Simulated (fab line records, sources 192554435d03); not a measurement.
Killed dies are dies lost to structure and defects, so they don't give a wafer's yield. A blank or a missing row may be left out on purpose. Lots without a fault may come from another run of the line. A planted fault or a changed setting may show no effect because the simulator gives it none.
fab line records | flow n5_finfet
record lots=7 wafers=21
route steps=1938 shown BEOL_M2@890 BEOL_M3@963 BEOL_M5@1140
start_h: hours from the record's first day to the start of the lot's first wafer shown | wait_h: hours since the lot's step before | " the same as in the row above | L1.1+2: a row that stands for several wafers | - no value, or no start given | * or withheld: withheld | < > ~ a bound
route shown NAME@n: a module of which the file shows steps, and the number in the route of the first | usual: mean/standard deviation of fault-free wafers | same: alike in all rows | chamber/n: place in a boat | sites: the reading at each site | _std_site: their standard deviation | _edge_site: outer sites' mean less inner sites' | radius_mm: how far each site lies from the wafer's centre | mask NAME#n: copy n | behind: the tool/chamber that last shaped the wafer | hold: why the lot was held/for how many hours/how that ended | device: the transistor (n, p or np) that didn't switch | end of line: the same wafers' tests at the end of the route | a step without rows: its recipe alone | killed: dies lost to structure and defects at the first sort, not the wafer's yield | map: a wafer's dies, x killed, . not, _ none there
set.NAME: the setting as run; set.NAME@STEP: as run at that earlier step | model.NAME: the simulator's own value behind a step, which no gauge read
lots whose settings were changed on purpose; a table a step, a row a wafer
## steps
# step N5_BEOL_M2_TRENCH_ETCH_37
# recipe chemistry=C4F6/O2 target_depth_a=555.55 target=SiOC time_s=29.2 ion_energy_ev=250 pressure_mtorr=30 source_w=355 bias_w=185 Ar_flow_sccm=300 C4F6_flow_sccm=10 O2_flow_sccm=10
# columns lot.wafer tool chamber start_h wait_h set.time_s model.etch.depth_nm model.BEOL_M2.feature_depth_nm
L075.1 rie_diel-06 0 - - 31.64 60.98 61
L075.4 " 3 " " 31.64 59.74 59.8
L075.6 " 3 " " 29.2 55.1 55.2
L079.1 rie_diel-01 2 - - 29.2 55.94 56
L079.2 " 3 " " 29.2 56.27 56.2
L079.5 " 1 " " 29.2 54.65 54.6
L084.3 rie_diel-01 2 - - 26.03 49.64 49.6
L084.4 " 0 " " 26.03 49.95 50
L084.6 " 2 " " 29.2 55.93 56
L085.2 rie_diel-01 2 - - 29.2 55.67 55.6
L085.5 " 3 " " 29.2 56.17 56.2
L085.6 " 2 " " 29.2 55.59 55.6
L086.2 rie_diel-01 0 - - 34.02 66.06 66
L086.3 " 1 " " 29.2 55.31 55.4
L086.5 " 0 " " 34.02 65.67 65.6
L088.2 rie_diel-01 2 - - 29.2 56.15 56.2
L088.3 " 0 " " 29.2 56.53 56.6
L088.4 " 1 " " 29.2 54.93 55
L090.2 rie_diel-02 2 - - 29.2 57.3 57.2
L090.4 " 0 " " 29.2 56.04 56
L090.6 " 3 " " 29.2 55.88 55.8
# step N5_BEOL_M2_ETCH_41
# recipe chemistry=CH3F/O2 target=SiCN target_depth_a=299 taper_deg=2 time_s=52.5 ion_energy_ev=120 mask_material=TiN pressure_mtorr=30 source_w=395 bias_w=75 Ar_flow_sccm=150 CH3F_flow_sccm=30 O2_flow_sccm=20
# step N5_BEOL_M2_STRIP_97
# recipe chemistry=N2/H2 time_s=10 power_w=450 temp_c=40 pressure_mtorr=20 rf_frequency_hz=6e+07 bias_power_w=7 n2_flow_sccm=200 h2_flow_sccm=200
# step N5_BEOL_M2_OCD_MEAS_38
# usual trench_depth_nm=55.9/0.71
# columns lot.wafer tool chamber start_h wait_h set.time_s@BEOL_M2_TRENCH_ETCH_37 trench_depth_nm
L075.1 ocd-02 - 141.46 - 31.64 61.3
L075.4 " - " " 31.64 59.5
L075.6 " - " " 29.2 54.7
L079.1 ocd-01 - 165.08 - 29.2 56.1
L079.2 " - " " 29.2 56.1
L079.5 " - " " 29.2 54.7
L084.3 ocd-02 - 201.38 - 26.03 49.4
L084.4 " - " " 26.03 49.8
L084.6 " - " " 29.2 56.0
L085.2 ocd-01 - 218.31 - 29.2 55.8
L085.5 " - " " 29.2 56.3
L085.6 " - " " 29.2 55.2
L086.2 ocd-02 - 218.98 - 34.02 65.8
L086.3 " - " " 29.2 55.5
L086.5 " - " " 34.02 65.5
L088.2 ocd-01 - 226.68 - 29.2 56.1
L088.3 " - " " 29.2 56.7
L088.4 " - " " 29.2 54.6
L090.2 ocd-01 - 241.94 - 29.2 57.4
L090.4 " - " " 29.2 56.1
L090.6 " - " " 29.2 55.9
# step N5_BEOL_M2_HM_STRIP_39
# recipe chemistry=peroxide_tin_strip material=TiN target_depth_a=250 temp_c=50 time_s=158
# step N5_BEOL_M2_SRD_40
# recipe time_s=30 temp_c=23 rinse_liquid=diw dry=ipa_marangoni
# step N5_BEOL_M2_ECD_50
# recipe material=Cu target_thk_a=3000
# step N5_BEOL_M2_ANNEAL_51
# recipe temp_c=225 time_s=90 ambient=N2
# step N5_BEOL_M2_CMP_52
# recipe stop_on=SiOC t_overpolish_s=6.8 down_force_psi=1 platen_rpm=50 clearing_platen_down_force_psi=1.5 clearing_platen_rpm=50 post_cmp_clean=cu_alkaline target_thk_nm=40 clearing_platen_pad_velocity_m_s=0.99484 pad_velocity_m_s=0.99484
# columns lot.wafer tool chamber start_h wait_h set.time_s@BEOL_M2_TRENCH_ETCH_37 model.Cu_of_BEOL_M2_ECD_50.thk_nm
L075.4 cmp-02 0 144.90 0.1 31.64 44.4
L075.1 " 1 " " 31.64 46.8
L075.6 " 1 " " 29.2 40.2
L079.1 cmp-04 0 168.57 0.3 29.2 41
L079.2 " 1 " " 29.2 40.8
L079.5 " 2 " " 29.2 39.8
L084.3 cmp-04 3 204.47 0.2 26.03 33.4
L084.4 " 0 " " 26.03 36
L084.6 " 2 " " 29.2 41.2
L085.2+6 cmp-02 3 222.39 0.3 29.2 40.2
L085.5 " 2 " " 29.2 38.4
L086.3 cmp-02 3 223.59 0.2 29.2 39
L086.2 " 1 " " 34.02 49.8
L086.5 " 3 " " 34.02 50.2
L088.3 cmp-03 3 230.70 0.2 29.2 41.4
L088.2 " 0 " " 29.2 41.2
L088.4 " 1 " " 29.2 40.2
L090.4 cmp-04 2 245.12 0.2 29.2 40.4
L090.2 " 3 " " 29.2 43
L090.6 " 0 " " 29.2 40.8
# step N5_BEOL_M2_THK_MEAS_53
# recipe thk_meas_gauge=xrf reads=Cu_of_BEOL_M2_ECD_50
# usual M2_THK=40.3/1.1
# columns lot.wafer tool chamber start_h wait_h set.time_s@BEOL_M2_TRENCH_ETCH_37 M2_THK[nm]
L075.1 film_metro-02 - 145.20 - 31.64 46.9
L075.4 " - " " 31.64 44.6
L075.6 " - " " 29.2 40.1
L079.1 film_metro-02 - 168.79 - 29.2 41.2
L079.2 " - " " 29.2 40.9
L079.5 " - " " 29.2 40.1
L084.3 film_metro-02 - 204.72 - 26.03 33.8
L084.4 " - " " 26.03 36.5
L084.6 " - " " 29.2 42.0
L085.2 film_metro-02 - 222.65 - 29.2 40.7
L085.5 " - " " 29.2 39.0
L085.6 " - " " 29.2 40.6
L086.2 film_metro-01 - 223.88 - 34.02 49.8
L086.3 " - " " 29.2 39.0
L086.5 " - " " 34.02 50.2
L088.2 film_metro-01 - 231.00 - 29.2 41.0
L088.3 " - " " 29.2 41.0
L088.4 " - " " 29.2 40.0
L090.2 film_metro-01 - 245.34 - 29.2 43.3
L090.4 " - " " 29.2 41.0
L090.6 " - " " 29.2 41.4
# step N5_BEOL_M2_PRE_CLEAN_60
# recipe gas=NH3/H2 time_s=15 temp_c=* rf_power_w=300
# step N5_BEOL_M2_CO_CAP_55
# recipe material=Co target_thk_a=20 temp_c=200 precursor=CCTBA/H2 pressure_torr=30 time_s=102.1
# step N5_BEOL_M2_PRE_CLEAN_56
# recipe gas=NH3 time_s=15 temp_c=withheld rf_power_w=300
# step N5_BEOL_M2_DEP_57
# recipe material=SiCN target_thk_a=80 temp_c=withheld precursor=3MS/NH3 pressure_torr=3 rf_w=202 time_s=14
# step N5_BEOL_M2_RS_MEAS_58
# recipe thk_meas_gauge=four-point-probe reads=Co_of_BEOL_M2_CO_CAP_55+Cu_of_BEOL_M2_ECD_50+Co_of_BEOL_M2_CVD_47+TaN_of_BEOL_M2_ALD_84
# usual M2_RS=0.666/0.024
# columns lot.wafer tool chamber start_h wait_h set.time_s@BEOL_M2_TRENCH_ETCH_37 M2_RS[ohm/sq]
L075.1 film_metro-01 - 145.57 0.0 31.64 0.548
L075.4 " - " " 31.64 0.585
L075.6 " - " " 29.2 0.666
L079.1 film_metro-01 - 169.05 0.0 29.2 0.650
L079.2 " - " " 29.2 0.652
L079.5 " - " " 29.2 0.673
L084.3 film_metro-02 - 204.98 0.1 26.03 0.845
L084.4 " - " " 26.03 0.767
L084.6 " - " " 29.2 0.643
L085.2 film_metro-02 - 222.91 0.1 29.2 0.662
L085.5 " - " " 29.2 0.702
L085.6 " - " " 29.2 0.663
L086.2 film_metro-01 - 224.17 0.1 34.02 0.507
L086.3 " - " " 29.2 0.693
L086.5 " - " " 34.02 0.500
L088.2 film_metro-02 - 231.68 0.1 29.2 0.645
L088.3 " - " " 29.2 0.638
L088.4 " - " " 29.2 0.665
L090.2 film_metro-01 - 245.61 0.1 29.2 0.606
L090.4 " - " " 29.2 0.657
L090.6 " - " " 29.2 0.649
# step N5_BEOL_M3_EXPOSE_25
# recipe mask_id=V2 na=0.33 source_shape=quasar sigma_inner=0.2 sigma_outer=0.8 polarization=unpolarized defocus_nm=5 dose_mj=63
# columns lot.wafer tool chamber start_h wait_h mask set.dose_mj
L075.1+4 euv_scanner-02 0 148.65 - V2#0 63
L075.6 " 0 " " V2#0 67.33
L079.1+5 euv_scanner-02 0 170.77 - V2#0 64.96
L079.2 " 0 " " V2#0 63
L084.3 euv_scanner-01 0 206.34 - V2#0 58.3
L084.4+6 " 0 " " V2#0 63
L085.2+5+6 euv_scanner-02 0 224.53 - V2#0 63
L086.2+3 euv_scanner-01 0 225.64 - V2#0 65.67
L086.5 " 0 " " V2#0 63
L088.2 euv_scanner-02 0 234.94 - V2#0 63
L088.3+4 " 0 " " V2#0 65.61
L090.2+4+6 euv_scanner-02 0 249.22 - V2#0 63
# step N5_BEOL_M3_PEB_26
# recipe peb_temp_c=100 peb_time_s=60 resist=CAR-EUV
# step N5_BEOL_M3_DEVELOP_27
# recipe develop_time_s=30 developer=TMAH resist=CAR-EUV rinse_liquid=surfactant_rinse dry=air_spin dev_temp_c=23
# step N5_BEOL_M3_CD_MEAS_28
# recipe target_cd_nm=25.7 landing_energy_ev=500 detector=se_inlens target_cd_y_nm=23.3 polarity=opening
# usual cd_nm=25.69/0.23
# columns lot.wafer tool chamber start_h wait_h set.dose_mj@BEOL_M3_EXPOSE_25 cd_nm
L075.1 cd_sem-01 0 148.79 - 63 25.17
L075.4 " 0 " " 63 25.72
L075.6 " 0 " " 67.33 26.63
L079.1 cd_sem-03 0 170.92 - 64.96 25.88
L079.2 " 0 " " 63 25.35
L079.5 " 0 " " 64.96 26.05
L084.3 cd_sem-01 0 206.47 - 58.3 24.54
L084.4 " 0 " " 63 25.75
L084.6 " 0 " " 63 25.74
L085.2 cd_sem-01 0 224.67 - 63 25.56
L085.5 " 0 " " 63 25.55
L085.6 " 0 " " 63 25.48
L086.2 cd_sem-03 0 225.78 - 65.67 26.49
L086.3 " 0 " " 65.67 26.43
L086.5 " 0 " " 63 25.87
L088.2 cd_sem-02 0 235.07 - 63 26.03
L088.3 " 0 " " 65.61 26.54
L088.4 " 0 " " 65.61 26.47
L090.2 cd_sem-02 0 249.36 - 63 25.63
L090.4 " 0 " " 63 25.83
L090.6 " 0 " " 63 25.62
# step N5_BEOL_M3_TRENCH_ETCH_37
# recipe chemistry=C4F6/O2 target_depth_a=555.55 target=SiOC time_s=29.2 ion_energy_ev=250 pressure_mtorr=30 source_w=355 bias_w=185 Ar_flow_sccm=300 C4F6_flow_sccm=10 O2_flow_sccm=10
# columns lot.wafer tool chamber start_h wait_h set.time_s model.BEOL_M3.feature_depth_nm model.etch.depth_nm model.TiN_of_BEOL_M3_HM_DEP_02.thk_nm
L075.1 rie_diel-05 2 - - 23 43 42.94 18.2
L075.4 " 0 " " 29.2 55 55.03 17.6
L075.6 " 1 " " 23 43.4 43.46 18
L079.1+5 rie_diel-05 0 - - 29.2 55.2 55.11 17.6
L079.2 " 1 " " 29.2 54.8 54.89 17.6
L084.3 rie_diel-04 2 - - 29.2 54.6 54.63 18
L084.4 " 3 " " 29.2 54.6 54.52 17.8
L084.6 " 2 " " 23.38 44.2 44.12 18.6
L085.2 rie_diel-04 1 - - 29.2 54.8 54.71 17.8
L085.5 " 2 " " 35.73 67 67.01 17.4
L085.6 " 3 " " 29.2 54.4 54.43 18
L086.2 rie_diel-05 2 - - 29.2 54.8 54.75 17.8
L086.3 " 3 " " 29.2 56.4 56.34 17.6
L086.5 " 0 " " 29.2 54.8 54.82 17.8
L088.2 rie_diel-04 0 - - 29.2 56.2 56.26 17.8
L088.3 " 1 " " 29.2 55 55.07 17.6
L088.4 " 3 " " 29.2 54.6 54.52 17.8
L090.2 rie_diel-04 1 - - 29.2 54.6 54.66 17.8
L090.4 " 3 " " 29.2 53.8 53.83 17.6
L090.6 " 2 " " 29.2 55 55.05 17.8
# step N5_BEOL_M3_ETCH_41
# recipe chemistry=CH3F/O2 target=SiCN target_depth_a=299 taper_deg=2 time_s=52.5 ion_energy_ev=120 mask_material=TiN pressure_mtorr=30 source_w=395 bias_w=75 Ar_flow_sccm=150 CH3F_flow_sccm=30 O2_flow_sccm=20
# columns lot.wafer tool chamber start_h wait_h set.target_depth_a model.etch.depth_nm
L075.1 rie_diel-05 2 - - 325.7 21.72
L075.4 " 0 " " 299 20.03
L075.6 " 1 " " 299 20.16
L079.1 rie_diel-05 0 - - 299 19.74
L079.2 " 1 " " 276.5 18.35
L079.5 " 0 " " 299 19.77
L084.3 rie_diel-04 2 - - 275.9 18.1
L084.4 " 3 " " 275.9 17.95
L084.6 " 2 " " 299 19.94
L085.2+5 rie_diel-04 1,2 - - 299 19.65
L085.6 " 3 " " 299 19.52
L086.2 rie_diel-05 2 - - 317.4 20.74
L086.3 " 3 " " 299 20.3
L086.5 " 0 " " 299 19.79
L088.2 rie_diel-04 0 - - 272.4 18.21
L088.3 " 1 " " 299 19.68
L088.4 " 3 " " 299 19.48
L090.2 rie_diel-04 1 - - 299 19.61
L090.4 " 3 " " 299 19.24
L090.6 " 2 " " 299 19.64
# step N5_BEOL_M3_STRIP_97
# recipe chemistry=N2/H2 time_s=10 power_w=450 temp_c=40 pressure_mtorr=20 rf_frequency_hz=6e+07 bias_power_w=7 n2_flow_sccm=200 h2_flow_sccm=200
# step N5_BEOL_M3_OCD_MEAS_38
# usual trench_depth_nm=55.5/0.9
# columns lot.wafer tool chamber start_h wait_h set.time_s@BEOL_M3_TRENCH_ETCH_37 trench_depth_nm
L075.1 ocd-01 - 152.32 - 23 43.0
L075.4 " - " " 29.2 55.1
L075.6 " - " " 23 43.2
L079.1 ocd-02 - 172.98 - 29.2 55.4
L079.2 " - " " 29.2 54.2
L079.5 " - " " 29.2 55.7
L084.3 ocd-01 - 215.57 - 29.2 54.7
L084.4 " - " " 29.2 54.2
L084.6 " - " " 23.38 44.3
L085.2 ocd-01 - 230.25 - 29.2 54.9
L085.5 " - " " 35.73 67.3
L085.6 " - " " 29.2 54.7
L086.2 ocd-01 - 230.40 - 29.2 54.5
L086.3 " - " " 29.2 55.8
L086.5 " - " " 29.2 54.5
L088.2 ocd-01 - 245.12 - 29.2 56.3
L088.3 " - " " 29.2 54.7
L088.4 " - " " 29.2 53.7
L090.2 ocd-01 - 251.92 - 29.2 55.0
L090.4 " - " " 29.2 53.6
L090.6 " - " " 29.2 55.6
# step N5_BEOL_M5_COAT_66
# recipe resist=SiARC temp_c=220 time_s=60 spin_rpm=1500 resist_thk_nm=12
# columns lot.wafer tool chamber start_h wait_h set.spin_rpm model.SiARC_of_BEOL_M5_COAT_66.thk_nm
L075.1+6 litho_track-01 0 - - 1665 11.4
L075.4 " 0 " " 1500 12
L079.1 litho_track-02 0 - - 1354 12.6
L079.2+5 " 0 " " 1500 12
L084.3 litho_track-01 0 - - 1500 12
L084.4+6 " 0 " " 1373 12.6
L085.2+5 litho_track-02 0 - - 1415 12.4
L085.6 " 0 " " 1500 12
L086.2 litho_track-03 0 - - 1500 12
L086.3+5 " 0 " " 1426 12.4
L088.2+3+4 litho_track-03 0 - - 1500 12
L090.2+4+6 litho_track-02 0 - - 1500 12
# step N5_BEOL_M5_EXPOSE_25
# recipe mask_id=V4 na=0.33 source_shape=quasar sigma_inner=0.2 sigma_outer=0.6 polarization=unpolarized defocus_nm=10 dose_mj=52.75
# columns lot.wafer tool chamber start_h wait_h mask set.dose_mj
L075.1+4+6 euv_scanner-01 0 177.33 - V4#0 52.75
L079.1+2+5 euv_scanner-02 0 200.64 - V4#0 52.75
L084.3+4 euv_scanner-02 0 241.63 - V4#0 55.26
L084.6 " 0 " " V4#0 52.75
L085.2+5+6 euv_scanner-02 0 265.57 - V4#0 52.75
L086.2+3 euv_scanner-01 0 265.74 - V4#0 54.39
L086.5 " 0 " " V4#0 52.75
L088.2+4 euv_scanner-01 0 272.16 - V4#0 52.75
L088.3 " 0 " " V4#0 50.72
L090.2+4+6 euv_scanner-01 0 272.59 - V4#0 52.75
# step N5_BEOL_M5_PEB_26
# recipe peb_temp_c=100 peb_time_s=60 resist=CAR-EUV
# step N5_BEOL_M5_DEVELOP_27
# recipe develop_time_s=30 developer=TMAH resist=CAR-EUV rinse_liquid=surfactant_rinse dry=air_spin dev_temp_c=23
# step N5_BEOL_M5_DESCUM_33
# recipe chemistry=O2 time_s=7 source_power_w=50 bias_power_w=20 pressure_mtorr=20 rf_frequency_hz=2.712e+07 temp_c=40 resist=CAR-EUV o2_flow_sccm=225
# step N5_BEOL_M5_ETCH_75
# recipe chemistry=N2/H2 target=underlayer target_depth_a=65 mask_material=CAR-EUV time_s=5.2 ion_energy_ev=200 pressure_mtorr=30 source_w=840 bias_w=150 n2_flow_sccm=200 h2_flow_sccm=200 ends=cleared
# columns lot.wafer tool chamber start_h wait_h set.dose_mj@BEOL_M5_EXPOSE_25 model.BEOL_M5.cd_nm
L075.1 rie_diel-04 2 177.63 0.0 52.75 27.6
L075.4 " 0 " " 52.75 28
L075.6 " 2 " " 52.75 27.8
L079.1+2 rie_diel-05 1,0 200.98 0.0 52.75 28.2
L079.5 " 1 " " 52.75 28
L084.3 rie_diel-04 1 241.91 0.0 55.26 29
L084.4 " 2 " " 55.26 29.2
L084.6 " 3 " " 52.75 27.8
L085.2+5 rie_diel-05 0,1 265.88 0.0 52.75 28.4
L085.6 " 2 " " 52.75 28.2
L086.2 rie_diel-04 2 266.40 0.0 54.39 29.2
L086.3 " 0 " " 54.39 28.8
L086.5 " 1 " " 52.75 28.4
L088.2+4 rie_diel-05 2,0 272.45 0.0 52.75 28
L088.3 " 3 " " 50.72 27.2
L090.2+6 rie_diel-04 2,1 272.87 0.0 52.75 27.8
L090.4 " 2 " " 52.75 27.4
# step N5_BEOL_M5_ETCH_67
# recipe chemistry=CF4 target=SiARC target_depth_a=156 mask_material=CAR-EUV time_s=26 ion_energy_ev=80 pressure_mtorr=40 source_w=545 bias_w=36 Ar_flow_sccm=100 cf4_flow_sccm=100 ends=cleared
# columns lot.wafer tool chamber start_h wait_h set.spin_rpm@BEOL_M5_COAT_66 set.dose_mj@BEOL_M5_EXPOSE_25 model.BEOL_M5.cd_nm model.etch.depth_nm model.CAR-EUV_of_BEOL_M5_COAT_22.thk_nm
L075.1 rie_diel-04 2 177.64 0.0 1665 52.75 27.8 11.37 11.6
L075.4 " 0 " " 1500 52.75 28.2 11.98 11.2
L075.6 " 2 " " 1665 52.75 28 11.36 11.6
L079.1 rie_diel-05 1 201.00 0.0 1354 52.75 28.2 12.68 10.6
L079.2 " 0 " " 1500 52.75 28.2 12.08 11.2
L079.5 " 1 " " 1500 52.75 28 12.06 11.2
L084.3 rie_diel-04 1 241.92 0.0 1500 55.26 29.2 12 11
L084.4 " 2 " " 1373 55.26 29.4 12.55 10.8
L084.6 " 3 " " 1373 52.75 27.8 12.53 10.6
L085.2+5 rie_diel-05 0,1 265.89 0.0 1415 52.75 28.2 12.35 10.8
L085.6 " 2 " " 1500 52.75 28.2 12.02 11.2
L086.2 rie_diel-04 2 266.42 0.0 1500 54.39 29.4 12.06 11.2
L086.3 " 0 " " 1426 54.39 28.8 12.37 10.8
L086.5 " 1 " " 1426 52.75 28.6 12.37 11
L088.2 rie_diel-05 2 272.47 0.0 1500 52.75 28.2 12.02 11
L088.3 " 3 " " 1500 50.72 27 11.99 10.8
L088.4 " 0 " " 1500 52.75 27.8 12.07 11
L090.2 rie_diel-04 2 272.89 0.0 1500 52.75 27.8 12.09 11
L090.4 " 2 " " 1500 52.75 27.4 12.05 11.2
L090.6 " 1 " " 1500 52.75 27.8 12.04 11
# step N5_BEOL_M5_ETCH_68
# recipe chemistry=N2/H2 target=SOC target_depth_a=800 overetch_a=160 mask_material=SiARC temp_c=40 time_s=120 ion_energy_ev=200 pressure_mtorr=30 source_w=840 bias_w=150 n2_flow_sccm=200 h2_flow_sccm=200
# columns lot.wafer tool chamber start_h wait_h set.spin_rpm@BEOL_M5_COAT_66 set.dose_mj@BEOL_M5_EXPOSE_25 model.BEOL_M5.cd_nm model.SiARC_of_BEOL_M5_COAT_66.thk_nm
L075.1 rie_diel-04 2 177.67 0.0 1665 52.75 27.8 6
L075.4 " 0 " " 1500 52.75 28.2 6.4
L075.6 " 2 " " 1665 52.75 27.8 5.8
L079.1 rie_diel-05 1 201.03 0.0 1354 52.75 28.2 7.2
L079.2+5 " 0,1 " " 1500 52.75 28.2 6.6
L084.3 rie_diel-04 1 241.95 0.0 1500 55.26 29.2 6.6
L084.4 " 2 " " 1373 55.26 29.4 7
L084.6 " 3 " " 1373 52.75 27.8 7.2
L085.2+5 rie_diel-05 0,1 265.92 0.0 1415 52.75 28.2 6.8
L085.6 " 2 " " 1500 52.75 28.2 6.6
L086.2 rie_diel-04 2 266.45 0.0 1500 54.39 29.4 6.6
L086.3 " 0 " " 1426 54.39 29 6.8
L086.5 " 1 " " 1426 52.75 28.6 6.8
L088.2 rie_diel-05 2 272.50 0.0 1500 52.75 28.2 6.6
L088.3 " 3 " " 1500 50.72 27 6.2
L088.4 " 0 " " 1500 52.75 28 6.6
L090.2+6 rie_diel-04 2,1 272.92 0.0 1500 52.75 27.8 6.6
L090.4 " 2 " " 1500 52.75 27.2 6.6
## key
split step=N5_BEOL_M2_TRENCH_ETCH_37 setting=time_s stated=29.2 by=wafer
response step=N5_BEOL_M2_TRENCH_ETCH_37 reading=model.etch.depth_nm change=+0.619 per=1% r=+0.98
response step=N5_BEOL_M2_TRENCH_ETCH_37 reading=model.BEOL_M2.feature_depth_nm change=+0.614 per=1% r=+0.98
response step=N5_BEOL_M2_OCD_MEAS_38 reading=trench_depth_nm change=+0.619 per=1% r=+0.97
response step=N5_BEOL_M2_CMP_52 reading=model.Cu_of_BEOL_M2_ECD_50.thk_nm change=+0.646 per=1% r=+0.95
response step=N5_BEOL_M2_THK_MEAS_53 reading=M2_THK change=+0.66 per=1% r=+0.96
response step=N5_BEOL_M2_RS_MEAS_58 reading=M2_RS change=-0.0125 per=1% r=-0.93
split step=N5_BEOL_M3_EXPOSE_25 setting=dose_mj stated=63 by=wafer
response step=N5_BEOL_M3_CD_MEAS_28 reading=cd_nm change=+0.159 per=1% r=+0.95
split step=N5_BEOL_M3_TRENCH_ETCH_37 setting=time_s stated=29.2 by=wafer
response step=N5_BEOL_M3_TRENCH_ETCH_37 reading=model.BEOL_M3.feature_depth_nm change=+0.545 per=1% r=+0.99
response step=N5_BEOL_M3_TRENCH_ETCH_37 reading=model.etch.depth_nm change=+0.547 per=1% r=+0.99
response step=N5_BEOL_M3_TRENCH_ETCH_37 reading=model.TiN_of_BEOL_M3_HM_DEP_02.thk_nm change=-0.0265 per=1% r=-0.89
response step=N5_BEOL_M3_OCD_MEAS_38 reading=trench_depth_nm change=+0.547 per=1% r=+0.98
split step=N5_BEOL_M3_ETCH_41 setting=target_depth_a stated=299 by=wafer
response step=N5_BEOL_M3_ETCH_41 reading=model.etch.depth_nm change=+0.18 per=1% r=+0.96
split step=N5_BEOL_M5_COAT_66 setting=spin_rpm stated=1500 by=wafer
response step=N5_BEOL_M5_COAT_66 reading=model.SiARC_of_BEOL_M5_COAT_66.thk_nm change=-0.0633 per=1% r=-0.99
response step=N5_BEOL_M5_ETCH_67 reading=model.etch.depth_nm change=-0.0602 per=1% r=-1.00
response step=N5_BEOL_M5_ETCH_67 reading=model.CAR-EUV_of_BEOL_M5_COAT_22.thk_nm change=+0.0481 per=1% r=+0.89
response step=N5_BEOL_M5_ETCH_68 reading=model.SiARC_of_BEOL_M5_COAT_66.thk_nm change=-0.0515 per=1% r=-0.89
split step=N5_BEOL_M5_EXPOSE_25 setting=dose_mj stated=52.75 by=wafer
response step=N5_BEOL_M5_ETCH_75 reading=model.BEOL_M5.cd_nm change=+0.236 per=1% r=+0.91
response step=N5_BEOL_M5_ETCH_67 reading=model.BEOL_M5.cd_nm change=+0.266 per=1% r=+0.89
response step=N5_BEOL_M5_ETCH_68 reading=model.BEOL_M5.cd_nm change=+0.281 per=1% r=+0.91
